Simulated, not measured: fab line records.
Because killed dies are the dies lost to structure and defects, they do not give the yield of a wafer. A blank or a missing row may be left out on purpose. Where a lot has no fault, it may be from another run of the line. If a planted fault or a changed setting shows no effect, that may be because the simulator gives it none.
Chamber matching | flow n5-finfet | N5_FIN_SAQP_FIN_ETCH_36 on rie-si-05: 4 sister chambers
The step etches the open film in HBr/Cl2/O2, target depth 120 nm, time 50.4 s. 4 wafers are shown with their chamber, then 7 later ones without.

EACH WAFER AND ITS CHAMBER
wafer  | chamber | throttle-valve-pct (%)
L082.4 | 3       | 36.1
L089.1 | 0       | 35.6
L090.3 | 2       | 36.3
L090.4 | 1       | 35.2

WAFERS WHOSE CHAMBER IS MISSING
wafer  | throttle-valve-pct (%)
L090.6 | 35.2
L092.3 | 35.2
L092.5 | 35.9
L092.6 | 35.6
L093.2 | 35.6
L093.3 | 35.3
L093.4 | 35.9

WHICH CHAMBER EACH ONE RAN IN
wafer  | from the rows above          | in truth
L090.6 | 1                            | 1
L092.3 | 1                            | 1
L092.5 | can't be placed: 3 or 0 or 2 | 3
L092.6 | 0                            | 0
L093.2 | 0                            | 0
L093.3 | can't be placed: 1 or 0      | 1
L093.4 | can't be placed: 3 or 0 or 2 | 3
Correct placement for 4 of the 7. Not placeable from these rows: 3 (in 3, the candidates include the true chamber). Wrongly placed: 0.
How it was worked out, from the rows above alone: a wafer's distance from a chamber is the root of the sum, over the readings, of the square of ((its reading less the chamber's mean) divided by the reading's scatter). The wafer belongs to the nearest chamber; if the next one is less than 2 further off, it can't be placed. For every chamber, the mean is computed from those of its wafers that are shown. The scatter (one wafer shown for each chamber): square how far every hidden wafer sits from the nearest shown wafer, average those squares and take the square root.
